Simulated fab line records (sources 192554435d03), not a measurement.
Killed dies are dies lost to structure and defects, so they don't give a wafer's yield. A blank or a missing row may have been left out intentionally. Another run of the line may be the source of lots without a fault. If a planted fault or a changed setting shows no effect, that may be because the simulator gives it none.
fab line records | flow n5-finfet
record: lots: 7 wafers: 39
route steps=1938 shown PMOS_HMC_CHANNEL_EPI@64 FIN_SAQP@138 SD_EPI_P@310 HKMG_FIN@403 BEOL_M0_SAQP@640 BEOL_M1@751 BEOL_M2@912 BEOL_M4@1092 BEOL_M7@1263 BEOL_M9@1401 BEOL_M15@1802 TV_LITHO@1886 PASSIVATION@1936
start-h: hours from the record's first day to the start of the lot's first wafer shown | wait-h: hours since the lot's step before | " unchanged from the row above | L1.1+2: one row covering several wafers at once | - no value, or no start was given | * or withheld: withheld | < > ~ a bound
route shown NAME@n: a module of which the file shows steps, and the number in the route of the first | usual: mean and standard deviation over wafers with no fault | same: alike in all rows | chamber/n: place in a boat | sites: readings site by site | _std_site: the values' standard deviation | _edge_site: mean of outer sites minus mean of inner sites | radius-mm: how far each site lies from the wafer's centre | mask NAME#n: copy n | behind: the last tool/chamber to shape the wafer | hold: reason for holding the lot/hours on hold/outcome of the hold | device: the n, p or np transistor that did not switch | end of line: the tests these same wafers got at the end of their route | a step with no rows: only its recipe | killed: the dies lost at the first sort to structure and to defects; this is not the yield of the wafer | map: shows each die of a wafer: x if killed, . if not, _ if none is there
set.NAME: the setting that was run; set.NAME@STEP: the one run at that earlier step | model.NAME: the simulator's own value behind a step, which no gauge read
lots with deliberately changed settings; one table per step, one row per wafer
== steps ==
step: N5_PMOS_HMC_CHANNEL_EPI_DEVELOP_08
recipe: develop-time-s: 30 developer: TMAH resist: CAR-ArF-block dev-temp-c: 23 rinse-liquid: diw dry: air-spin
step: N5_FIN_SAQP_SPACER2_ALD_28
recipe: material: SiO2 target-thk-a: 81 temp-c: 300 ald-precursor-family: BDEAS ald-co-reactant: O2-plasma pulse-time-s: 1 purge-time-s: 2 co-reactant-purge-time-s: 2 pressure-torr: 2
step: N5_SD_EPI_P_ETCHBACK_46
recipe: chemistry: CH3F/O2 mode: anisotropic-etchback target: SiNx target-depth-a: 175 stop-on: SiO2 over-etch-frac: 0.3 ion-energy-ev: 120 pressure-mtorr: 30 source-w: 395 bias-w: 73 Ar_flow_sccm: 150 CH3F_flow_sccm: 30 O2_flow_sccm: 20
step: N5_HKMG_FIN_ETCH_55
recipe: chemistry: N2/H2 target: SOC target-depth-a: 2400 temp-c: 40 time-s: 300 ion-energy-ev: 200 mask-material: SiARC pressure-mtorr: 30 source-w: 840 bias-w: 150 n2-flow-sccm: 200 h2-flow-sccm: 200
step: N5_BEOL_M0_SAQP_HM_DEP_111
recipe: material: SiO2 target-thk-a: 120 temp-c: 400 precursor: SiH4/N2O pressure-torr: 0.75 rf-w: 275 time-s: 7.2
step: N5_BEOL_M1_ILD_DEP_00
recipe: material: SiOC target-thk-a: 790 temp-c: 350 precursor: DEMS/O2 pressure-torr: 5 rf-w: 500 time-s: 15.3
step: N5_BEOL_M2_SPUTTER_88
recipe: material: Cu target-thk-a: 45 temp-c: -20 chamber-pressure-pa: 0.07 power-w: withheld time-s: 8.29
step: N5_BEOL_M4_SPUTTER_88
step: N5_BEOL_M7_ILD_DEP_00
recipe: material: SiCOH_lowk target-thk-a: 1797.5 temp-c: 300 precursor: DEMS/porogen pressure-torr: 5 rf-w: 500 time-s: 33.4
step: N5_BEOL_M9_ILD_DEP_00
recipe: material: SiCOH_lowk target-thk-a: 3085.1 temp-c: 300 precursor: DEMS/porogen pressure-torr: 5 rf-w: 500 time-s: 58
step: N5_BEOL_M9_ETCH_66
recipe: chemistry: N2/H2 target: SOC target-depth-a: 800 overetch-a: 160 mask-material: SiARC temp-c: 40 time-s: 120 ion-energy-ev: 200 pressure-mtorr: 30 source-w: 840 bias-w: 150 n2-flow-sccm: 200 h2-flow-sccm: 200
step: N5_BEOL_M15_DEVELOP_27
recipe: develop-time-s: 45 rinse-liquid: diw dry: air-spin dev-temp-c: 21
step: N5_PASSIVATION_DESCUM_12
recipe: chemistry: O2 time-s: 7.9 source-power-w: 50 bias-power-w: 20 pressure-mtorr: 20 rf-frequency-hz: 2.712e+07 temp-c: 40 o2-flow-sccm: 225
step: N5_PASSIVATION_PROBE_49
usual: killed_at_M0_to_M3: 32/10
columns lot.wafer tool chamber start-h wait-h set.develop-time-s@PMOS_HMC_CHANNEL_EPI_DEVELOP_08 set.target-thk-a@FIN_SAQP_SPACER2_ALD_28 set.target-depth-a@SD_EPI_P_ETCHBACK_46 set.time-s@HKMG_FIN_ETCH_55 set.time-s@BEOL_M0_SAQP_HM_DEP_111 set.target-thk-a@BEOL_M1_ILD_DEP_00 set.time-s@BEOL_M2_SPUTTER_88 set.target-thk-a@BEOL_M4_SPUTTER_88 set.target-thk-a@BEOL_M7_ILD_DEP_00 set.time-s@BEOL_M9_ILD_DEP_00 set.time-s@BEOL_M9_ETCH_66 set.develop-time-s@BEOL_M15_DEVELOP_27 set.time-s@PASSIVATION_DESCUM_12 killed_at_M0_to_M3
L074.1 prober-02 - 269.13 0.0 13.39 121.2 175 377.1 10.73 790 3.351 45 2319 58 120 37 12.2 40
L074.2 prober-02 - 269.18 0.1 30 81 175 300 7.2 790 8.29 45 1797.5 58 95.35 37 12.2 63
L074.3 prober-02 - 269.23 0.1 13.39 81 175 300 7.2 593.5 3.351 45 2319 78.43 120 45 12.2 255
L074.4 prober-02 - 269.28 0.2 30 121.2 175 377.1 7.2 593.5 8.29 18.38 1797.5 58 120 45 7.9 118
L074.5 prober-02 - 269.33 0.2 13.39 121.2 175 300 10.73 790 3.351 18.38 1797.5 78.43 95.35 45 7.9 41
L074.6 prober-02 - 269.38 0.3 30 81 175 377.1 10.73 593.5 8.29 18.38 2319 78.43 95.35 37 7.9 61
L087.1 prober-02 - 361.15 0.0 23.71 97.8 175 300 7.2 790 11.91 28.49 1797.5 82.23 120 37.65 7.9 40
L087.2 prober-02 - 361.20 0.1 30 81 212.9 300 7.2 790 8.29 28.49 1797.5 58 120 45 7.9 33
L087.3 prober-02 - 361.25 0.1 23.71 97.8 175 300 4.213 496.8 11.91 28.49 1797.5 58 120 45 3.566 1106
L087.4 prober-02 - 361.30 0.2 30 81 175 300 7.2 496.8 8.29 45 1797.5 82.23 120 45 3.566 1122
L087.5 prober-02 - 361.35 0.2 30 97.8 212.9 300 4.213 790 8.29 45 1797.5 58 120 37.65 7.9 45
L087.6 prober-02 - 361.40 0.3 23.71 81 212.9 300 4.213 496.8 11.91 45 1797.5 82.23 120 37.65 3.566 1114
L089.1 prober-01 - 386.40 0.0 12.39 81 175 450.3 7.2 790 6.73 45 1797.5 58 120 33.09 7.9 30
L089.2 prober-01 - 386.45 0.1 12.39 81 215.6 450.3 7.2 790 6.73 65.18 1797.5 37.45 120 33.09 7.9 29
L089.3 prober-01 - 386.50 0.1 12.39 81 175 300 7.2 790 8.29 45 1797.5 37.45 120 33.09 7.9 28
L089.4 prober-01 - 386.55 0.2 30 81 175 300 7.2 790 6.73 65.18 1797.5 37.45 120 45 7.9 28
L089.5 prober-01 - 386.60 0.2 30 81 215.6 450.3 7.2 790 8.29 45 1797.5 58 120 45 7.9 25
L089.6 prober-01 - 386.65 0.3 30 81 215.6 300 7.2 790 8.29 65.18 1797.5 58 120 45 7.9 29
L092.1 prober-02 - 392.76 0.5 30 81 175 464.4 7.2 790 8.29 45 858.6 58 120 45 7.9 35
L092.2 prober-02 - 392.81 0.5 30 81 175 300 7.2 790 8.29 23.27 858.6 58 120 45 7.9 42
L092.3 prober-02 - 392.86 0.6 30 81 175 464.4 8.632 790 8.29 23.27 1797.5 58 120 45 11.96 39
L092.4 prober-02 - 392.91 0.6 30 95.24 175 300 7.2 790 8.29 45 1797.5 58 179.8 45 7.9 29
L092.5 prober-02 - 392.96 0.7 30 95.24 175 464.4 8.632 790 8.29 45 858.6 58 179.8 45 11.96 21
L092.6 prober-02 - 393.01 0.7 30 95.24 175 300 8.632 790 8.29 23.27 1797.5 58 179.8 45 11.96 37
L094.3 prober-01 - 402.35 0.1 30 81 175 300 7.2 790 8.29 45 1797.5 58 120 45 7.9 46
L094.4 prober-01 - 402.40 0.2 30 81 175 300 7.2 790 8.29 45 1797.5 58 120 45 7.9 36
L094.6 prober-01 - 402.50 0.3 30 81 175 300 7.2 790 8.29 45 1797.5 58 120 45 7.9 34
L095.1 prober-02 - 402.51 0.0 30 38.52 175 300 7.2 790 11.47 61.49 1797.5 58 120 63.09 6.392 19
L095.2 prober-02 - 402.56 0.1 30 81 175 353.3 7.2 790 8.29 61.49 1797.5 58 120 45 7.9 31
L095.3 prober-02 - 402.61 0.1 30 38.52 253.8 300 7.2 330.2 8.29 61.49 1797.5 33.97 120 63.09 7.9 1097
L095.4 prober-02 - 402.66 0.2 30 81 175 353.3 7.2 330.2 11.47 45 1797.5 33.97 120 63.09 7.9 1102
L095.5 prober-02 - 402.71 0.2 30 38.52 253.8 353.3 7.2 330.2 11.47 45 1797.5 58 120 45 6.392 1098
L095.6 prober-02 - 402.76 0.3 30 81 253.8 300 7.2 790 8.29 45 1797.5 33.97 120 45 6.392 20
L093.1 prober-01 - 406.16 0.0 30 81 175 300 11.33 790 9.666 45 2511 58 120 45 4.582 39
L093.2 prober-01 - 406.21 0.1 19.23 81 175 300 7.2 952.5 8.29 45 1797.5 58 120 21.61 4.582 35
L093.3 prober-01 - 406.26 0.1 19.23 93.48 175 300 7.2 790 8.29 45 1797.5 58 120 21.61 7.9 30
L093.4 prober-01 - 406.31 0.2 30 81 242.9 300 7.2 952.5 9.666 45 2511 58 120 21.61 7.9 49
L093.5 prober-01 - 406.36 0.2 19.23 93.48 242.9 300 11.33 952.5 9.666 45 1797.5 58 120 45 7.9 28
L093.6 prober-01 - 406.41 0.3 30 93.48 242.9 300 11.33 790 8.29 45 2511 58 120 45 4.582 36
killed by level:class
L074.1 MOL_CONTACT_COAG:geometric-particle:open=22 BEOL_M0_SAQP:geometric-particle:open=13 BEOL_M0_SAQP:geometric-particle:short=10 DUMMY_GATE:geometric-particle:open=7 MOL_CONTACT_COAG:geometric-particle:short=7 FIN_SAQP:geometric-particle:short=6 BEOL_M4:geometric-particle:open=6 ILD0:geometric-particle:open=4
L074.2 MOL_CONTACT_COAG:geometric-particle:open=16 BEOL_M0_SAQP:geometric-particle:short=10 BEOL_M3:geometric-particle:open=10 FIN_SAQP:geometric-particle:short=8 STI_FIN_REVEAL:geometric-particle:open=8 BEOL_M1:geometric-particle:open=8 BEOL_M0_SAQP:geometric-particle:open=8 FIN_SAQP:geometric-particle:open=7
L074.3 BEOL_M9:area-etch=851 BEOL_M1:area-ecd=182 BEOL_M1:geometric-particle:open=22 BEOL_M0_SAQP:geometric-particle:open=18 MOL_CONTACT_COAG:geometric-particle:open=13 BEOL_M0_SAQP:geometric-particle:short=12 FIN_SAQP:geometric-particle:open=7 GATE_CUT:geometric-particle:short=7
L074.4 BEOL_M1:area-ecd=75 MOL_CONTACT_COAG:geometric-particle:open=16 BEOL_M4:geometric-particle:open=13 FIN_SAQP:geometric-particle:open=12 BEOL_M2:geometric-particle:open=12 BEOL_M0_SAQP:geometric-particle:short=9 BEOL_M3:geometric-particle:open=8 MOL_CONTACT_COAG:geometric-particle:short=7
L074.5 BEOL_M9:area-etch=1057 MOL_CONTACT_COAG:geometric-particle:open=17 BEOL_M1:geometric-particle:open=11 STI_FIN_REVEAL:geometric-particle:open=10 FIN_SAQP:geometric-particle:open=9 GATE_CUT:geometric-particle:short=7 BEOL_M0_SAQP:geometric-particle:short=7 DUMMY_GATE:geometric-particle:open=5
L074.6 BEOL_M9:area-etch=1030 BEOL_M1:area-ecd=32 STI_FIN_REVEAL:geometric-particle:open=21 FIN_SAQP:geometric-particle:short=9 FIN_SAQP:geometric-particle:open=8 BEOL_M0_SAQP:geometric-particle:short=7 GATE_CUT:geometric-particle:short=6 GATE_CUT:geometric-particle:open=6
L087.1 BEOL_M9:area-etch=1084 BEOL_M0_SAQP:geometric-particle:short=12 STI_FIN_REVEAL:geometric-particle:open=11 BEOL_M3:geometric-particle:open=9 MOL_CONTACT_COAG:geometric-particle:open=7 FIN_SAQP:geometric-particle:open=5 BEOL_M2:geometric-particle:open=5 BEOL_M5:geometric-particle:open=5
L087.2 FIN_SAQP:geometric-particle:short=13 MOL_CONTACT_COAG:geometric-particle:open=11 BEOL_M0_SAQP:geometric-particle:open=10 HKMG_FIN:area-etch=8 FIN_SAQP:geometric-particle:open=7 BEOL_M3:geometric-particle:open=6 STI_FIN_REVEAL:geometric-particle:open=5 BEOL_M1:geometric-particle:open=5
L087.3 BEOL_M1:area-ecd=604 BEOL_M1:area-dep=472 MOL_CONTACT_COAG:geometric-particle:open=18 STI_FIN_REVEAL:geometric-particle:open=14 BEOL_M0_SAQP:geometric-particle:open=8 BEOL_M4:geometric-particle:open=8 BEOL_M0_SAQP:geometric-particle:short=7 MOL_CONTACT_COAG:geometric-particle:short=6
L087.4 BEOL_M1:area-dep=551 BEOL_M1:area-ecd=518 BEOL_M0_SAQP:geometric-particle:open=21 BEOL_M0_SAQP:geometric-particle:short=17 MOL_CONTACT_COAG:geometric-particle:open=12 BEOL_M5:geometric-particle:open=7 BEOL_M1:geometric-particle:open=5 STARTING-WAFER:geometric-particle:short=5
L087.5 MOL_CONTACT_COAG:geometric-particle:open=13 BEOL_M0_SAQP:geometric-particle:open=13 STI_FIN_REVEAL:geometric-particle:open=9 BEOL_M0_SAQP:geometric-particle:short=7 BEOL_M0:geometric-particle:open=6 BEOL_M2:geometric-particle:open=5 FIN_SAQP:geometric-particle:short=4 BEOL_M2:geometric-particle:short=4
L087.6 BEOL_M1:area-dep=916 BEOL_M1:area-ecd=148 MOL_CONTACT_COAG:geometric-particle:open=14 BEOL_M0_SAQP:geometric-particle:open=14 BEOL_M0_SAQP:geometric-particle:short=10 BEOL_M3:geometric-particle:open=10 FIN_SAQP:geometric-particle:short=6 STI_FIN_REVEAL:geometric-particle:open=6
L089.1 FIN_SAQP:geometric-particle:open=8 BEOL_M0_SAQP:geometric-particle:short=7 STI_FIN_REVEAL:geometric-particle:open=7 MOL_CONTACT_COAG:geometric-particle:open=7 BEOL_M1:geometric-particle:open=7 BEOL_M5:geometric-particle:open=6 BEOL_M0_SAQP:geometric-particle:open=5 BEOL_M3:geometric-particle:open=4
L089.2 FIN_SAQP:geometric-particle:open=15 BEOL_M9:area-dep=14 MOL_CONTACT_COAG:geometric-particle:open=11 FIN_SAQP:geometric-particle:short=10 HKMG_FIN:area-etch=9 BEOL_M3:geometric-particle:open=8 BEOL_M1:geometric-particle:open=7 MOL_CONTACT_COAG:geometric-particle:short=6
L089.3 BEOL_M4:geometric-particle:open=13 BEOL_M9:area-dep=11 MOL_CONTACT_COAG:geometric-particle:open=7 MOL_CONTACT_COAG:geometric-particle:short=6 STARTING-WAFER:geometric-particle:open=6 STI_FIN_REVEAL:geometric-particle:open=5 BEOL_M0:geometric-particle:open=5 BEOL_M2:geometric-particle:open=5
L089.4 FIN_SAQP:geometric-particle:short=11 FIN_SAQP:geometric-particle:open=11 MOL_CONTACT_COAG:geometric-particle:open=11 DUMMY_GATE:geometric-particle:open=7 BEOL_M0_SAQP:geometric-particle:short=5 BEOL_M3:geometric-particle:open=5 MOL_CONTACT_COAG:geometric-particle:short=4 BEOL_M0:geometric-particle:short=4
L089.5 FIN_SAQP:geometric-particle:short=10 BEOL_M1:geometric-particle:open=8 DUMMY_GATE:geometric-particle:open=5 BEOL_M4:geometric-particle:open=5 BEOL_M5:geometric-particle:open=5 FIN_SAQP:geometric-particle:open=4 STI_FIN_REVEAL:geometric-particle:short=4 BEOL_M0_SAQP:geometric-particle:open=4
L089.6 HKMG_FIN:area-etch=17 MOL_CONTACT_COAG:geometric-particle:open=6 BEOL_M1:geometric-particle:open=6 BEOL_M0_SAQP:geometric-particle:open=5 BEOL_M0:geometric-particle:short=5 BEOL_M0_SAQP:geometric-particle:short=4 BEOL_M2:geometric-particle:open=4 STARTING-WAFER:geometric-particle:open=4
L092.1 BEOL_M7:area-dep=1066 MOL_CONTACT_COAG:geometric-particle:open=19 BEOL_M1:geometric-particle:open=12 STI_FIN_REVEAL:geometric-particle:open=8 BEOL_M1:geometric-particle:short=8 BEOL_M2:geometric-particle:open=5 MOL_CONTACT_COAG:geometric-particle:short=4 MIM_TOP_ETCH:geometric-particle:open=4
L092.2 BEOL_M7:area-dep=1060 BEOL_M2:geometric-particle:open=12 GATE_CUT:geometric-particle:short=10 STI_FIN_REVEAL:geometric-particle:open=9 DUMMY_GATE:geometric-particle:open=8 MOL_CONTACT_COAG:geometric-particle:open=8 BEOL_M1:geometric-particle:short=8 BEOL_M1:geometric-particle:open=7
L092.3 MOL_CONTACT_COAG:geometric-particle:open=20 BEOL_M2:geometric-particle:open=16 HKMG_FIN:area-etch=10 BEOL_M4:geometric-particle:open=7 MOL_CONTACT_COAG:geometric-particle:short=6 STI_FIN_REVEAL:geometric-particle:open=5 BEOL_M4:interface-void-opened=5 MIM_TOP_ETCH:geometric-particle:open=5
L092.4 MOL_CONTACT_COAG:geometric-particle:open=10 BEOL_M2:geometric-particle:open=9 FIN_SAQP:geometric-particle:short=6 BEOL_M1:geometric-particle:open=5 DUMMY_GATE:geometric-particle:open=4 GATE_CUT:geometric-particle:short=4 BEOL_M0_SAQP:geometric-particle:open=4 BEOL_M3:geometric-particle:open=4
L092.5 BEOL_M7:area-dep=1094 MOL_CONTACT_COAG:geometric-particle:open=10 BEOL_M1:geometric-particle:open=7 STI_FIN_REVEAL:geometric-particle:open=6 DUMMY_GATE:geometric-particle:open=6 FIN_SAQP:geometric-particle:short=5 STARTING-WAFER:geometric-particle:open=5 BEOL_M0:geometric-particle:open=4
L092.6 BEOL_M2:geometric-particle:open=13 BEOL_M1:geometric-particle:short=7 GATE_CUT:geometric-particle:short=6 STI_FIN_REVEAL:geometric-particle:open=5 DUMMY_GATE:geometric-particle:open=5 GATE_CUT:geometric-particle:open=4 STARTING-WAFER:geometric-particle:short=4 BEOL_M0:geometric-particle:open=4
L094.3 BEOL_M0_SAQP:geometric-particle:short=11 FIN_SAQP:geometric-particle:short=9 BEOL_M0_SAQP:geometric-particle:open=9 BEOL_M2:geometric-particle:open=9 BEOL_M4:geometric-particle:open=7 BEOL_M1:geometric-particle:open=6 MOL_CONTACT_COAG:geometric-particle:open=5 FIN_SAQP:geometric-particle:open=4
L094.4 FIN_SAQP:geometric-particle:open=15 BEOL_M1:geometric-particle:open=11 BEOL_M4:geometric-particle:open=10 FIN_SAQP:geometric-particle:short=9 MOL_CONTACT_COAG:geometric-particle:open=9 BEOL_M0_SAQP:geometric-particle:open=9 STARTING-WAFER:geometric-particle:open=5 BEOL_M0_SAQP:geometric-particle:short=4
L094.6 BEOL_M0_SAQP:geometric-particle:open=10 BEOL_M4:geometric-particle:open=10 FIN_SAQP:geometric-particle:short=8 MOL_CONTACT_COAG:geometric-particle:open=8 STARTING-WAFER:geometric-particle:open=6 BEOL_M1:geometric-particle:open=6 BEOL_M2:geometric-particle:open=6 MIM_TOP_ETCH:geometric-particle:open=6
L095.1 FIN_SAQP:geometric-particle:open=12 FIN_SAQP:geometric-particle:short=7 STI_FIN_REVEAL:geometric-particle:open=6 MOL_CONTACT_COAG:geometric-particle:open=5 BEOL_M0_SAQP:geometric-particle:open=5 BEOL_M3:geometric-particle:open=5 BEOL_M4:geometric-particle:open=4 STARTING-WAFER:geometric-particle:open=4
L095.2 MOL_CONTACT_COAG:geometric-particle:open=16 FIN_SAQP:geometric-particle:open=12 BEOL_M4:geometric-particle:open=10 BEOL_M2:geometric-particle:open=9 BEOL_M0_SAQP:geometric-particle:open=8 FIN_SAQP:geometric-particle:short=6 BEOL_M0_SAQP:geometric-particle:short=6 BEOL_M4:geometric-particle:short=5
L095.3 BEOL_M1:area-dep=1068 STI_FIN_REVEAL:geometric-particle:open=17 MOL_CONTACT_COAG:geometric-particle:open=8 HKMG_FIN:area-etch=8 FIN_SAQP:geometric-particle:open=7 GATE_CUT:geometric-particle:short=7 BEOL_M0_SAQP:geometric-particle:short=7 FIN_SAQP:geometric-particle:short=6
L095.4 BEOL_M1:area-dep=1076 FIN_SAQP:geometric-particle:open=11 DUMMY_GATE:geometric-particle:open=11 BEOL_M0_SAQP:geometric-particle:short=9 MOL_CONTACT_COAG:geometric-particle:open=8 FIN_SAQP:geometric-particle:short=6 BEOL_M0_SAQP:geometric-particle:open=6 STI_FIN_REVEAL:geometric-particle:open=6
L095.5 BEOL_M1:area-dep=1068 MOL_CONTACT_COAG:geometric-particle:open=11 FIN_SAQP:geometric-particle:open=10 BEOL_M0_SAQP:geometric-particle:open=9 BEOL_M0_SAQP:geometric-particle:short=9 STI_FIN_REVEAL:geometric-particle:open=8 BEOL_M4:geometric-particle:open=7 STARTING-WAFER:geometric-particle:open=6
L095.6 BEOL_M9:area-dep=395 HKMG_FIN:area-etch=23 STI_FIN_REVEAL:geometric-particle:open=12 FIN_SAQP:geometric-particle:open=10 MOL_CONTACT_COAG:geometric-particle:open=8 BEOL_M3:geometric-particle:open=8 FIN_SAQP:geometric-particle:short=6 MOL_CONTACT_COAG:geometric-particle:short=5
L093.1 MOL_CONTACT_COAG:geometric-particle:open=9 BEOL_M3:geometric-particle:open=9 BEOL_M1:geometric-particle:open=7 BEOL_M0_SAQP:geometric-particle:open=6 BEOL_M2:geometric-particle:open=6 FIN_SAQP:geometric-particle:open=5 BEOL_M0_SAQP:geometric-particle:short=3 BEOL_M3:geometric-particle:short=3
L093.2 STI_FIN_REVEAL:geometric-particle:open=15 BEOL_M3:geometric-particle:open=10 BEOL_M1:geometric-particle:open=8 GATE_CUT:geometric-particle:short=6 BEOL_M4:geometric-particle:open=6 MOL_CONTACT_COAG:geometric-particle:open=4 BEOL_M0_SAQP:geometric-particle:open=4 BEOL_M0_SAQP:geometric-particle:short=4
L093.3 STI_FIN_REVEAL:geometric-particle:open=14 MOL_CONTACT_COAG:geometric-particle:open=14 BEOL_M1:geometric-particle:open=10 HKMG_FIN:area-etch=9 BEOL_M0_SAQP:geometric-particle:open=7 BEOL_M0_SAQP:geometric-particle:short=5 BEOL_M2:geometric-particle:open=5 BEOL_M4:geometric-particle:open=4
L093.4 BEOL_M7:area-etch=1070 BEOL_M3:geometric-particle:open=10 FIN_SAQP:geometric-particle:open=9 BEOL_M0_SAQP:geometric-particle:short=9 BEOL_M4:geometric-particle:open=8 STI_FIN_REVEAL:geometric-particle:open=8 BEOL_M2:geometric-particle:open=7 FIN_SAQP:geometric-particle:short=6
L093.5 FIN_SAQP:geometric-particle:short=15 FIN_SAQP:geometric-particle:open=12 MOL_CONTACT_COAG:geometric-particle:open=9 STI_FIN_REVEAL:geometric-particle:open=8 BEOL_M1:geometric-particle:open=7 BEOL_M3:geometric-particle:open=6 BEOL_M0_SAQP:geometric-particle:short=6 BEOL_M0_SAQP:geometric-particle:open=4
L093.6 STI_FIN_REVEAL:geometric-particle:open=11 FIN_SAQP:geometric-particle:short=10 BEOL_M3:geometric-particle:open=9 FIN_SAQP:geometric-particle:open=8 BEOL_M0_SAQP:geometric-particle:open=7 MOL_CONTACT_COAG:geometric-particle:open=6 BEOL_M1:geometric-particle:open=6 MOL_CONTACT_COAG:geometric-particle:short=5
== key ==
split: step: N5_PMOS_HMC_CHANNEL_EPI_DEVELOP_08 setting: develop-time-s stated-as: 30
response none clear
split: step: N5_FIN_SAQP_SPACER2_ALD_28 setting: target-thk-a stated-as: 81
response none clear
split: step: N5_SD_EPI_P_ETCHBACK_46 setting: target-depth-a stated-as: 175
response none clear
split: step: N5_HKMG_FIN_ETCH_55 setting: time-s stated-as: 300
response none clear
split: step: N5_BEOL_M0_SAQP_HM_DEP_111 setting: time-s stated-as: 7.2
response none clear
split: step: N5_BEOL_M1_ILD_DEP_00 setting: target-thk-a stated-as: 790
response: step: N5_PASSIVATION_PROBE_49 reading: killed_at_M0_to_M3 slope: -18.3 per: 1% together-with: all explained: 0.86
split: step: N5_BEOL_M2_SPUTTER_88 setting: time-s stated-as: 8.29
response none clear
split: step: N5_BEOL_M4_SPUTTER_88 setting: target-thk-a stated-as: 45
response none clear
split: step: N5_BEOL_M7_ILD_DEP_00 setting: target-thk-a stated-as: 1797.5
response none clear
split: step: N5_BEOL_M9_ILD_DEP_00 setting: time-s stated-as: 58
response none clear
split: step: N5_BEOL_M9_ETCH_66 setting: time-s stated-as: 120
response none clear
split: step: N5_BEOL_M15_DEVELOP_27 setting: develop-time-s stated-as: 45
response none clear
split: step: N5_PASSIVATION_DESCUM_12 setting: time-s stated-as: 7.9
response none clear
